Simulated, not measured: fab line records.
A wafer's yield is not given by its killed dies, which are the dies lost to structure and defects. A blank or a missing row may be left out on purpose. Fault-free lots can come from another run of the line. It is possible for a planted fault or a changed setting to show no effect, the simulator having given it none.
fab line records	flow n5Finfet
[record] lots = 6	wafers = 18	lastDay = 16
route steps=1938 shown HKMG_FIN@442 GATE_CUT@465 PASSIVATION@1936
lots that met no fault: taken from a fault-free run of the same line
startH: start of the lot's first displayed wafer, in hours after the record's first day	waitH: hours since the lot's step before	" the same as in the row above	L1.1+2: one row covering several wafers at once	- no value present, or no start provided	* or withheld: withheld	< > ~ a bound
route shown NAME@n: a module of which the file shows steps, and the number in the route of the first	usual: mean/standard deviation taken from wafers without a fault	same: alike in all rows	chamber/n: place in a boat	sites: the reading at each site	_std_site: the values' standard deviation	_edge_site: mean of outer sites minus mean of inner sites	radiusMm: for every site, how far away it sits from the centre of the wafer	mask NAME#n: copy n	behind: tool/chamber where the wafer was last shaped	hold: reason for holding the lot/hours on hold/outcome of the hold	device: the transistor (n, p or np) that didn't switch	end of line: the route-end tests of the same wafers	a step given without rows: its recipe and nothing more	killed: dies lost to structure and defects at the first sort, not the wafer's yield	map: dies across one wafer; x = killed, . = not, _ = none there
set.NAME: setting as actually run; set.NAME@STEP: the setting as run at that earlier step	model.NAME: the simulator's own value behind a step, which no gauge read
lots at some steps of the route; a table a step, a row a wafer
services: from which hour (startH, from the record's first day; less than 0 if before it) a tool's chamber was out of use, for how many hours, and why
[[steps]]
[step N5_HKMG_FIN_ALD_91]
[recipe] material = TiN	targetThkA = 10	tempC = 400	aldPrecursorFamily = TiCl4	aldCoReactant = NH3	pulseTimeS = 1	purgeTimeS = 3	coReactantPurgeTimeS = 2	coReactantPulseTimeS = 2	aldCycles = 47	pressureTorr = 3
[step N5_HKMG_FIN_COAT_85]
[recipe] resist = SOC	tempC = 250	timeS = 60	spinRpm = 1500	resistThkNm = 300
[step N5_HKMG_FIN_ETCH_86]
[recipe] chemistry = N2/H2	target = SOC	targetDepthA = 3932	stopOn = TiN	ionEnergyEv = 100	biasW = 61	pressureMtorr = 30	sourceW = 850	n2FlowSccm = 200	h2FlowSccm = 200
[step N5_HKMG_FIN_STRIP_89]
[recipe] chemistry = N2/H2	material = SOC	timeS = 20	powerW = 500	tempC = 40	pressureMtorr = 50	rfFrequencyHz = 6e+07	biasPowerW = 8	h2Frac = 0.5	n2FlowSccm = 300	h2FlowSccm = 300
[usual] drypumpMotorCurrentA = 5.4/0.57	h2FlowSccm = 300.0/0.86	oesProductAu = 0.76/0.093	rfVppV = 54.1/0.92	showerheadPlenumPTorr = 3.32/0.093	throttleValvePct = 18.9/0.36
lot.wafer	tool	chamber	startH	waitH	drypumpMotorCurrentA	h2FlowSccm	oesProductAu	rfHoursCounterH	rfVppV	showerheadPlenumPTorr	throttleValvePct
L221.1	rieDiel-05	3	81.04	0.0	4.9	299.2	0.78	150	56.5	3.23	18.8
L221.3	"	1	"	"	6.4	300.6	0.76	133	54.1	3.27	19.1
L221.5	"	2	"	"	5.2	299.7	0.89	-	54.2	3.40	18.3
L222.1	rieDiel-01	3	91.43	0.0	4.9	300.5	0.68	219	55.1	3.33	18.8
L222.3	"	1	"	"	4.7	300.8	0.76	171	54.9	3.48	19.0
L222.4	"	2	"	"	6.3	298.7	0.67	218	54.2	3.33	19.2
L224.3	rieDiel-05	0	101.55	0.0	5.9	300.3	0.66	243	53.3	3.33	18.8
L224.4	"	1	"	"	6.4	299.1	0.75	139	54.8	3.26	19.1
L224.5	"	2	"	"	5.2	301.0	0.87	-	55.3	3.40	18.3
L226.2	rieDiel-05	3	110.98	0.0	4.9	300.4	0.77	159	53.1	3.22	18.8
L226.4	"	2	"	"	5.2	301.4	0.87	42	54.0	3.40	18.3
L226.6	"	0	"	"	6.0	299.6	0.66	-	52.9	3.32	18.8
L235.1	rieDiel-01	0	166.23	0.0	4.9	301.2	0.94	5	53.0	3.27	18.6
L235.3	"	1	"	"	4.7	300.5	0.74	192	56.0	3.46	19.0
L235.4	"	3	"	"	4.9	299.6	0.67	240	53.3	3.32	18.8
L239.1	rieDiel-04	2	190.56	0.0	5.3	298.8	0.72	199	51.8	3.23	19.0
L239.2	"	1	"	"	5.4	299.0	0.92	7	54.9	3.57	19.2
L239.4	"	2	"	"	5.3	299.6	0.72	-	52.0	3.23	19.0
[step N5_HKMG_FIN_WET_ETCH_87]
[recipe] chemistry = SC1	target = TiN	mix = 1:2:40	tempC = 50	timeS = 154.2	targetDepthNm = 4.7	dry = ipaMarangoni	rinseTimeS = 30	rinseTempC = 23
[step N5_HKMG_FIN_STRIP_88]
[recipe] chemistry = N2/H2	powerW = 2500	tempC = 300	h2Frac = 0.65	timeS = 360	pressureMtorr = withheld	n2FlowSccm = 1750	h2FlowSccm = 3250
[step N5_HKMG_FIN_NWFM_ALD_20]
[recipe] material = TiAlC	targetThkA = 20	tempC = 300	aldPrecursorFamily = TiCl4	aldCoReactant = TEA	pulseTimeS = 3	purgeTimeS = 2	coReactantPurgeTimeS = 2	coReactantPulseTimeS = 10	aldCycles = 7	pressureTorr = 3
[step N5_HKMG_FIN_ALD_71]
[recipe] material = TiN	targetThkA = 10	tempC = 400	aldPrecursorFamily = TiCl4	aldCoReactant = NH3	pulseTimeS = 1	purgeTimeS = 3	coReactantPurgeTimeS = 2	coReactantPulseTimeS = 2	aldCycles = 47	pressureTorr = 3
[step N5_HKMG_FIN_COAT_66]
[recipe] resist = SOC	tempC = 250	timeS = 60	spinRpm = 1500	resistThkNm = 300
[step N5_HKMG_FIN_ETCH_67]
[recipe] chemistry = N2/H2	target = SOC	targetDepthA = 3889	stopOn = TiN	ionEnergyEv = 100	biasW = 61	pressureMtorr = 30	sourceW = 850	n2FlowSccm = 200	h2FlowSccm = 200
[step N5_HKMG_FIN_STRIP_90]
[recipe] chemistry = N2/H2	material = SOC	timeS = 20	powerW = 500	tempC = 40	pressureMtorr = 50	rfFrequencyHz = 6e+07	biasPowerW = 8	h2Frac = 0.5	n2FlowSccm = 300	h2FlowSccm = 300
[usual] drypumpMotorCurrentA = 5.3/0.51	h2FlowSccm = 300.0/0.91	oesProductAu = 0.74/0.092	rfVppV = 54.3/0.87	showerheadPlenumPTorr = 3.34/0.098	throttleValvePct = 19.0/0.32
lot.wafer	tool	chamber	startH	waitH	drypumpMotorCurrentA	h2FlowSccm	oesProductAu	rfHoursCounterH	rfVppV	showerheadPlenumPTorr	throttleValvePct
L221.1	rieDiel-04	1	82.12	0.0	5.4	300.4	0.66	222	53.4	3.19	19.5
L221.3	"	0	"	"	5.5	300.5	0.70	215	55.8	3.33	19.6
L221.5	"	2	"	"	5.3	300.5	0.74	-	55.5	3.26	18.9
L222.1	rieDiel-01	3	92.55	0.0	4.9	300.2	0.69	220	53.6	3.33	18.8
L222.3	"	1	"	"	4.7	299.8	0.75	172	55.1	3.48	19.0
L222.4	"	2	"	"	6.3	299.8	0.66	219	53.9	3.33	19.2
L224.3	rieDiel-04	0	102.62	0.0	5.5	299.9	0.70	222	54.4	3.32	19.6
L224.4	"	3	"	"	4.9	299.8	0.70	170	53.9	3.46	19.1
L224.5	"	1	"	"	5.3	299.2	0.66	-	55.3	3.18	19.5
L226.2	rieDiel-05	1	112.05	0.0	6.4	298.8	0.74	144	55.1	3.26	19.1
L226.4	"	2	"	"	5.2	301.0	0.87	42	53.9	3.40	18.3
L226.6	"	3	"	"	4.8	299.2	0.77	-	53.8	3.22	18.8
L235.1	rieDiel-04	3	167.37	0.0	4.9	301.8	0.68	196	54.2	3.45	19.2
L235.3	"	2	"	"	5.3	300.8	0.72	187	53.1	3.24	19.0
L235.4	"	3	"	"	4.9	301.8	0.69	-	54.3	3.45	19.2
L239.1	rieDiel-05	3	191.64	0.0	4.9	298.5	0.75	191	54.2	3.21	18.9
L239.2	"	2	"	"	5.2	299.9	0.83	70	53.6	3.38	18.3
L239.4	"	1	"	"	6.4	300.3	0.72	175	53.7	3.24	19.2
[step N5_HKMG_FIN_WET_ETCH_73]
[recipe] chemistry = SC1	mix = 1:2:40	tempC = 50	timeS = 42.3	targetDepthNm = 1.3	dry = ipaMarangoni	rinseTimeS = 30	rinseTempC = 23
[step N5_HKMG_FIN_ETCHBACK_68]
[recipe] chemistry = Cl2/Ar	stopOn = HfO2	targetDepthA = 5	pressureMtorr = 10	icpW = 600	biasW = 60	Cl2_flow_sccm = 40	Ar_flow_sccm = 60
[usual] biasW = 59.98/0.19	drypumpMotorCurrentA = 5.5/0.41	oesProductAu = 0.78/0.066	throttleValvePct = 20.80/0.16
lot.wafer	tool	chamber	startH	waitH	biasW	drypumpMotorCurrentA	oesProductAu	rfHoursCounterH	throttleValvePct
L221.1	rieMetal-01	1	82.27	0.0	59.88	5.2	0.58	141	21.10
L221.3	"	1	"	"	60.04	5.2	0.59	-	21.10
L221.5	"	1	"	"	59.97	5.2	0.59	-	21.10
L222.1	rieMetal-01	0	92.70	0.0	59.85	5.9	0.80	29	20.44
L222.3	"	0	"	"	59.98	5.9	0.82	-	20.45
L222.4	"	1	"	"	59.97	5.2	0.58	-	21.10
L224.3	rieMetal-02	1	102.82	0.1	59.86	5.1	0.77	-	20.71
L224.4	"	0	"	"	59.94	6.2	0.75	-	20.94
L224.5	"	1	"	"	59.96	5.2	0.77	-	20.72
L226.2	rieMetal-03	1	112.21	0.0	60.08	5.6	0.78	32	20.86
L226.4	"	1	"	"	59.95	5.6	0.77	-	20.83
L226.6	"	0	"	"	60.14	5.3	0.86	-	20.88
L235.1	rieMetal-02	0	167.52	0.0	60.37	6.2	0.75	61	20.95
L235.3	"	1	"	"	59.73	5.2	0.75	-	20.74
L235.4	"	0	"	"	59.98	6.2	0.74	-	20.93
L239.1	rieMetal-02	1	191.80	0.0	59.95	5.2	0.73	47	20.74
L239.2	"	1	"	"	59.92	5.2	0.74	-	20.74
L239.4	"	1	"	"	60.08	5.2	0.74	-	20.76
[step N5_HKMG_FIN_STRIP_69]
[recipe] chemistry = N2/H2	powerW = 2500	tempC = 300	h2Frac = 0.65	timeS = 360	pressureMtorr = withheld	n2FlowSccm = 1750	h2FlowSccm = 3250
[step N5_HKMG_FIN_ALD_21]
[recipe] material = TiN	targetThkA = 15	tempC = 400	aldPrecursorFamily = TiCl4	aldCoReactant = NH3	pulseTimeS = 1	purgeTimeS = 3	coReactantPurgeTimeS = 2	coReactantPulseTimeS = 2	aldCycles = 68	pressureTorr = 3
[step N5_HKMG_FIN_ALD_72]
[recipe] material = W	targetThkA = 20	tempC = 300	pressureTorr = 7.5	aldPrecursorFamily = WF6	aldCoReactant = B2H6	pulseTimeS = 1	purgeTimeS = 2	coReactantPurgeTimeS = 2	coReactantPulseTimeS = 3	aldCycles = 7
[step N5_HKMG_FIN_W_FILL_22]
[recipe] material = W	targetThkA = 600	tempC = 400	pressureTorr = 39.4	timeS = 18.2
[step N5_HKMG_FIN_PRECLEAN_83]
[recipe] chemistry = DIW	timeS = 57.5	tempC = 23
[step N5_HKMG_FIN_SRD_84]
[recipe] dryTimeS = 32	dry = n2Spin	spinRpm = 1500
[step N5_HKMG_FIN_CMP_23]
[recipe] stopOn = SiNx	tOverpolishS = 10	postCmpClean = rinseOnly	downForcePsi = 4	platenRpm = 50.289	padVelocityMS = 1.0006	targetThkNm = 46.326
[step N5_HKMG_FIN_CMP_94]
[recipe] stopOn = SiNx	postCmpClean = wDiluteNh4oh	tOverpolishS = 4.7	downForcePsi = 4	platenRpm = 50.289	padVelocityMS = 1.0006	targetThkNm = 43.299
[step N5_GATE_CUT_ETCHBACK_00]
[recipe] chemistry = SF6/Cl2	target = W	pressureMtorr = 8	icpW = 900	biasW = 80	SF6_flow_sccm = 40	Cl2_flow_sccm = 60
[step N5_GATE_CUT_ETCH_56]
[recipe] chemistry = Cl2/Ar	target = TiN	targetDepthA = 216	pressureMtorr = 10	icpW = 600	biasW = 60	Cl2_flow_sccm = 40	Ar_flow_sccm = 60
[step N5_GATE_CUT_ETCHBACK_30]
[recipe] chemistry = Cl2/Ar	target = TiN	targetDepthA = 30	mode = isotropic	pressureMtorr = 10	icpW = 600	biasW = 60	Cl2_flow_sccm = 40	Ar_flow_sccm = 60
[step N5_GATE_CUT_VAPOR_ETCH_60]
[recipe] chemistry = BCl3/Cl2	target = HfO2	mode = isotropic
[usual] drypumpMotorCurrentA = 5.6/0.41	oesProductAu = 0.79/0.076
lot.wafer	tool	chamber	startH	waitH	drypumpMotorCurrentA	oesProductAu
L221.1	rieMetal-01	0	84.32	0.0	5.9	0.83
L221.3	"	0	"	"	5.9	0.83
L221.5	"	1	"	"	5.1	0.60
L222.1	rieMetal-03	0	94.75	0.0	5.2	0.92
L222.3	"	0	"	"	5.2	0.92
L222.4	"	1	"	"	5.6	0.78
L224.3	rieMetal-01	0	104.90	0.0	5.9	0.82
L224.4	"	1	"	"	5.2	0.60
L224.5	"	1	"	"	5.2	0.60
L226.2	rieMetal-03	1	114.25	0.0	5.6	0.78
L226.4	"	1	"	"	5.7	0.77
L226.6	"	1	"	"	5.7	0.77
L235.1	rieMetal-02	0	169.57	0.0	6.2	0.76
L235.3	"	1	"	"	5.1	0.76
L235.4	"	0	"	"	6.2	0.75
L239.1	rieMetal-02	0	193.96	0.0	6.2	0.75
L239.2	"	1	"	"	5.1	0.76
L239.4	"	0	"	"	6.2	0.75
[step N5_GATE_CUT_ETCH_58]
[recipe] chemistry = CH3F/O2	target = SiNx	targetDepthA = 170	timeS = 128.6	ionEnergyEv = 50	pressureMtorr = 30	sourceW = 415	biasW = 21	Ar_flow_sccm = 150	CH3F_flow_sccm = 30	O2_flow_sccm = 20
[step N5_GATE_CUT_STRIP_59]
[recipe] chemistry = N2/H2	timeS = 20	powerW = 100	tempC = 40	pressureMtorr = 100	rfFrequencyHz = 6e+07	biasPowerW = 3	n2FlowSccm = 300	h2FlowSccm = 300
[usual] drypumpMotorCurrentA = 5.92/0.26	h2FlowSccm = 300.0/0.95	oesProductAu = 0.78/0.084	rfVppV = 45.2/0.87	showerheadPlenumPTorr = 3.39/0.096	throttleValvePct = 12.14/0.27
lot.wafer	tool	chamber	startH	waitH	drypumpMotorCurrentA	h2FlowSccm	oesProductAu	rfHoursCounterH	rfVppV	showerheadPlenumPTorr	throttleValvePct
L221.1	rieDiel-02	2	84.47	0.1	5.99	299.1	0.77	131	43.0	3.39	12.08
L221.3	"	1	"	"	6.01	302.1	0.88	29	45.6	3.57	11.74
L221.5	"	3	"	"	6.17	299.6	0.68	-	44.5	3.36	12.51
L222.1	rieDiel-03	3	94.90	0.1	5.85	300.8	0.71	199	44.7	3.49	12.18
L222.3	"	0	"	"	5.75	300.5	0.77	141	45.1	3.24	12.15
L222.4	"	1	"	"	5.51	299.1	0.71	181	44.7	3.36	12.50
L224.3	rieDiel-06	2	105.06	0.1	6.06	300.1	0.72	177	45.0	3.32	12.05
L224.4	"	3	"	"	5.77	299.2	0.72	194	46.0	3.35	12.46
L224.5	"	1	"	"	6.48	299.8	0.91	-	45.2	3.41	11.68
L226.2	rieDiel-02	3	114.56	0.1	6.15	301.0	0.67	246	45.0	3.35	12.54
L226.4	"	1	"	"	5.98	299.9	0.86	40	46.0	3.56	11.77
L226.6	"	3	"	"	6.16	299.8	0.68	-	45.9	3.35	12.55
L235.1	rieDiel-06	1	169.72	0.1	6.51	300.2	0.87	52	44.1	3.40	11.71
L235.3	"	3	"	"	5.80	299.6	0.71	211	45.3	3.34	12.49
L235.4	"	0	"	"	5.80	301.2	0.72	170	44.9	3.55	12.39
L239.1	rieDiel-02	0	194.30	0.1	5.52	299.5	0.91	22	44.4	3.30	11.81
L239.2	"	1	"	"	6.02	300.5	0.82	68	47.7	3.55	11.85
L239.4	"	3	"	"	6.16	300.6	0.90	14	43.1	3.34	11.98
[step N5_GATE_CUT_PRECLEAN_31]
[recipe] tempC = 23	chemistry = DIW	timeS = 300
[step N5_GATE_CUT_SRD_32]
[recipe] timeS = 30	tempC = 23	rinseLiquid = diw	dry = ipaMarangoni
[step N5_GATE_CUT_SAC_CAP_01]
[recipe] material = SiNx	targetThkA = 240	tempC = 400	aldPrecursorFamily = SiH2I2	aldCoReactant = N2/H2-plasma	pulseTimeS = 1	aldCycles = 480	purgeTimeS = 2	coReactantPurgeTimeS = 2	pressureTorr = 2
[usual] heaterPowerW = 826/64	precursorPulseHeightRel = 1.003/0.022
[same] pulseTimeS = 1	purgeTimeS = 2
lot.wafer	tool	chamber	startH	waitH	heaterPowerW	precursorPulseHeightRel	sinceWetCleanH
L221.1	aldSin-03	0	84.70	0.0	853	1.015	76
L221.3	"	3	"	"	839	1.000	76
L221.5	"	3	85.78	1.1	806	1.025	-
L222.1	aldSin-01	3	95.11	0.0	718	0.996	284
L222.3	"	1	"	"	740	1.042	284
L222.4	"	3	96.20	1.1	731	0.980	-
L224.3	aldSin-04	2	105.36	0.1	860	1.008	6
L224.4	"	1	"	"	773	0.995	6
L224.5	"	2	106.44	1.2	888	0.977	-
L226.2	aldSin-03	3	114.78	0.0	817	0.996	106
L226.4	"	0	"	"	866	0.989	106
L226.6	"	2	115.86	1.1	797	1.004	-
L235.1	aldSin-04	3	169.94	0.0	815	0.997	71
L235.3	"	0	"	"	794	1.014	71
L235.4	"	2	"	"	892	1.003	71
L239.1	aldSin-01	2	194.53	0.0	895	1.041	4
L239.2	"	1	"	"	760	0.981	4
L239.4	"	0	"	"	909	1.003	4
[step N5_GATE_CUT_PECVD_57]
[recipe] material = SiNx	targetThkA = 210	tempC = 400	precursor = SiH4/NH3/N2	pressureTorr = 1.5	rfW = 300
[step N5_GATE_CUT_CMP_02]
[recipe] stopOn = SiO2	tOverpolishS = 12.7	postCmpClean = alkalineBrush	downForcePsi = 2.5	platenRpm = 51.8	padVelocityMS = 1.0307	targetThkNm = 0
[step N5_GATE_CUT_HM_DEP_46]
[recipe] material = SiO2	targetThkA = 1300	tempC = 400	precursor = TEOS/O2	pressureTorr = 6.5	rfW = 900	teosFlowSccm = 161.4	gas = O2	flowSccm = 2650	timeS = 26.6
[step N5_GATE_CUT_COAT_34]
[recipe] resist = SOC	tempC = 250	timeS = 60	spinRpm = 1500	resistThkNm = 60
[step N5_GATE_CUT_COAT_35]
[recipe] resist = SiARC	tempC = 220	timeS = 60	spinRpm = 1500	resistThkNm = 10
[step N5_GATE_CUT_COAT_27]
[recipe] resist = underlayer	tempC = 205	timeS = 60	spinRpm = 1500	resistThkNm = 10
[step N5_GATE_CUT_COAT_07]
[recipe] resist = CAR-EUV	spinRpm = 1500	resistThkNm = 30
[step N5_GATE_CUT_EBR_09]
[recipe] solvent = PGMEA	ebrWidthMm = 1.5
[step N5_GATE_CUT_SOFTBAKE_08]
[recipe] tempC = 110	timeS = 60	resist = CAR-EUV
[step N5_PASSIVATION_PROBE_49]
[usual] killed_at_M0_to_M3 = 35/11	killed_at_M4_up = 13/5.7	killedAtContacts = 12/5.7	killedAtFrontEnd = 40/11	killedAtOther = 4/4.4	killedDies = 105/18	killedOpen = 68/14	killedShort = 34/7.4
[same] grossDies = 1180	killedAtBackSide = 0
lot.wafer	tool	chamber	startH	waitH	killed_at_M0_to_M3	killed_at_M4_up	killedAtContacts	killedAtFrontEnd	killedAtOther	killedDies	killedOpen	killedShort
L221.1	prober-01	-	268.44	0.0	38	19	11	43	16	127	88	37
L221.3	prober-01	-	268.54	0.1	25	19	7	50	10	111	79	31
L221.5	prober-01	-	268.64	0.2	32	17	7	52	17	125	76	48
L235.1	prober-02	-	345.56	0.0	43	25	19	72	3	162	79	35
L235.3	prober-02	-	345.66	0.1	39	23	6	174	1	243	68	34
L235.4	prober-02	-	345.71	0.2	32	8	12	71	8	131	48	34
L239.1	prober-01	-	391.88	0.0	45	7	16	185	13	266	66	28
L239.2	prober-01	-	391.93	0.1	32	12	6	175	12	237	43	26
L239.4	prober-01	-	392.03	0.2	51	9	14	176	23	273	64	35
// killed by level:class
L221.1 STI_FIN_REVEAL:geometricParticle:open=12 BEOL_M0_SAQP:geometricParticle:open=10 FIN_SAQP:geometricParticle:open=9 MOL_CONTACT_COAG:geometricParticle:open=9 BEOL_M1:geometricParticle:open=9 FIN_SAQP:geometricParticle:short=8 BEOL_M4:geometricParticle:open=7 BEOL_M0_SAQP:geometricParticle:short=6
L221.3 FIN_SAQP:geometricParticle:open=19 BEOL_M4:geometricParticle:open=13 FIN_SAQP:geometricParticle:short=10 STI_FIN_REVEAL:geometricParticle:open=8 MOL_CONTACT_COAG:geometricParticle:open=7 BEOL_M0_SAQP:geometricParticle:open=6 BEOL_M0:geometricParticle:open=6 BEOL_M0_SAQP:geometricParticle:short=4
L221.5 STI_FIN_REVEAL:geometricParticle:open=17 FIN_SAQP:geometricParticle:short=15 FIN_SAQP:geometricParticle:open=9 BEOL_M0_SAQP:geometricParticle:short=9 BEOL_M1:geometricParticle:open=8 BEOL_M4:geometricParticle:open=8 BEOL_M0_SAQP:geometricParticle:open=6 MOL_CONTACT_COAG:geometricParticle:open=5
L235.1 HKMG_FIN:unspecified=44 MOL_CONTACT_COAG:geometricParticle:open=17 BEOL_M4:geometricParticle:open=12 BEOL_M0_SAQP:geometricParticle:open=12 BEOL_M0_SAQP:geometricParticle:short=9 BEOL_M1:geometricParticle:open=7 FIN_SAQP:geometricParticle:open=4 STI_FIN_REVEAL:geometricParticle:open=4
L235.3 HKMG_FIN:unspecified=141 STI_FIN_REVEAL:geometricParticle:open=11 BEOL_M0_SAQP:geometricParticle:short=9 BEOL_M0_SAQP:geometricParticle:open=9 BEOL_M2:geometricParticle:open=7 BEOL_M4:geometricParticle:open=7 GATE_CUT:geometricParticle:short=6 MOL_CONTACT_COAG:geometricParticle:open=5
L235.4 HKMG_FIN:unspecified=46 BEOL_M0_SAQP:geometricParticle:short=10 MOL_CONTACT_COAG:geometricParticle:open=8 BEOL_M0_SAQP:geometricParticle:open=6 BEOL_M1:geometricParticle:open=5 BEOL_M2:geometricParticle:open=5 STI_FIN_REVEAL:geometricParticle:open=4 DUMMY_GATE:geometricParticle:open=4
L239.1 HKMG_FIN:unspecified=156 MOL_CONTACT_COAG:geometricParticle:open=16 BEOL_M2:geometricParticle:open=13 MIM_TOP_ETCH:areaEtch=11 BEOL_M0_SAQP:geometricParticle:short=10 BEOL_M1:geometricParticle:open=10 DUMMY_GATE:geometricParticle:open=8 FIN_CUT:areaEtch=5
L239.2 HKMG_FIN:unspecified=156 MIM_TOP_ETCH:areaEtch=12 BEOL_M4:geometricParticle:short=8 BEOL_M0_SAQP:geometricParticle:short=7 BEOL_M2:geometricParticle:open=7 MOL_CONTACT_COAG:geometricParticle:open=6 BEOL_M0_SAQP:geometricParticle:open=6 BEOL_M3:geometricParticle:open=6
L239.4 HKMG_FIN:unspecified=146 MIM_TOP_ETCH:areaEtch=22 BEOL_M2:geometricParticle:open=11 BEOL_M1:geometricParticle:open=10 MOL_CONTACT_COAG:geometricParticle:open=9 BEOL_M0_SAQP:geometricParticle:short=8 FIN_SAQP:geometricParticle:open=7 BEOL_M1:geometricParticle:short=7
// map L235.3 (x killed, . not)
_________________x.x.xxxxx.xx________________
______________.x.xxxxxxxxxxxx..._____________
___________......xxxxxxxxxxxxx.....__________
__________.x....xxxxxxxxxxxxxxx....._________
________.x....x.xxxxxxxxxxxxxx....x..._______
_______.....x.xxxxxxxxxxxxxxxxx..xxx...______
______.......x.xxxxxxxxxxxxxxx......x..._____
_____...........xxxxxxxxxxxxxxx..........____
____..x.....x...xxxxxxxxxxxxxx.x.....x..xx___
___........x....xx.xxxxxxxxx.x........xx...__
___....x.x.x......x..xxxx.x..x.............__
__..................xxxx.x...xx........x...._
__..............x..xx..x........x..........._
_...........................x................
_x........................................x..
_........................................x...
_..................x.x............xx.........
_x..........x..........x.x................x.x
_..x...x..................x..x...............
_.............x......................xx......
_.x.x...............xx....x.x................
__..........x.............x................._
__..............................x..........._
___....xx................xx....x...x....x..__
___.......x.......x.................xxx....__
____.........x.x.....x................x...___
_____.............xx....x...........x....____
______.........x....x.x................._____
_______x...............................______
________.............xx..............x_______
__________....x..........x....x....._________
___________....x..x.............x..__________
______________...x.............._____________
_________________............________________
// map L239.4 (x killed, . not)
_________________.x.xxx.x.x..________________
______________.x.xxxxxxxxxxx...._____________
___________.....xxxxxxxxxxxxxx.....__________
__________.....xxxxxxxxxxxxxx...xx.._________
________x....x.xxxxxxxxxxxxxxxx......._______
_______.......xxxxxxxxxxxxxxxxx......x.______
______.........x.xxxxxxxxxxxx.x....x...._____
_____........x..xxxxxxxxxxxxxx.xxx.x.....____
____...x........xxxxxxxxxxxxx......x......___
___.x..........xx.xxxxxxxxx.x....x.........__
___.x.x.........x.x.xxxxxxxx......x.......x__
__.x.....x.x......xx.xxx....x.............x._
__......xx.x...x.x.x.....x.....x.x.........._
_.x.....xx......x........x......x...x........
_.xx..........................x....x......x..
_................x...x....x..............x..x
_....x.......xx...................x........x.
_.........x.............x...........x..x.....
_.....x.......x.........x..................xx
_x........x....xxx...........................
_..x.........x.....x...xxx...x...............
__......x......x.........x...x.............._
__............xxxx.x....x..................._
___....x.........x...........x.x...........__
___.xx..............x........x...x.........__
____x..x......x..........................x___
_____.......x...x..x.....................____
______.......x...............x.........._____
_______.x..x.x.........x.x....x........______
________..x............x..........x..._______
__________............xx..xxx......._________
___________.x..xx.......x..........__________
______________x.........x......._____________
_________________..x.....x...________________
[[services]]
tool	chamber	startH	hours	kind
rieDiel-06	2	58.47	8.6	repair
rieDiel-05	-	71.46	0.8	repair
aldSin-01	0	80.20	20.4	repair
rieDiel-02	0	84.26	23.0	repair
aldSin-04	-	85.70	14.0	pm
rieDiel-01	-	102.19	4.3	pm
rieDiel-01	2	107.31	5.2	repair
rieMetal-03	-	110.67	0.5	repair
rieDiel-01	-	114.81	14.6	pm
rieDiel-05	0	119.05	-	clean
rieDiel-05	0	119.05	-	consumableReplace:focusRing
rieDiel-05	0	119.05	23.4	scheduledDown
rieDiel-05	0	119.05	23.4	ventCycle
rieDiel-05	2	120.99	4.6	repair
aldSin-03	0	126.03	3.6	repair
aldSin-01	1	129.96	14.0	repair
rieMetal-01	1	130.78	-	clean
rieMetal-02	0	134.83	3.9	repair
rieDiel-04	1	152.74	6.5	repair
rieMetal-03	-	169.47	2.0	repair
rieMetal-02	-	170.17	0.7	repair
aldSin-01	-	176.92	14.0	pm
rieMetal-02	0	186.25	6.2	repair
aldSin-03	1	186.99	105.9	repair
[[key]]
[firstSign] step = N5_PASSIVATION_PROBE_49	reading = killedAtFrontEnd	direction = up	sigmas = 9.3	usual = 40	struck = 142
[effect] step = N5_PASSIVATION_PROBE_49	reading = killedDies	direction = up	sigmas = 6.5	usual = 105	struck = 219
[moreKillsBornAt] N5_HKMG_FIN_ETCHBACK_68@rieMetal-02 = 689
metAt N5_HKMG_FIN_ETCHBACK_68
struckWafers L235.1,L235.3,L235.4,L239.1,L239.2,L239.4
testerLeftOut L235,L239
[baselineLoss] step = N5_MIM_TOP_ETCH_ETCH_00	wafers = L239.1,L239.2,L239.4
onsetBetween 102.82 167.52
alsoFits time
[fault] kind = chamberParticleSource	tool = rieMetal-02	chamber = -	onsetH = 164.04	steps = N5_HKMG_FIN_ETCHBACK_68	ratePerVisitCm2 = 2.0857	endH = 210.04
// testerLeftOut: of these lots the tester's yield and bins aren't shown, on N5 and GAA mostly nor the transistor test; their killed dies are dies lost to structure and defects alone, not to doping, threshold or leakage, so they don't give the yield
// baselineLoss: these wafers lose ten dies or more at that step, a loss of the line's own and not of a fault; the sort's usual values leave them out
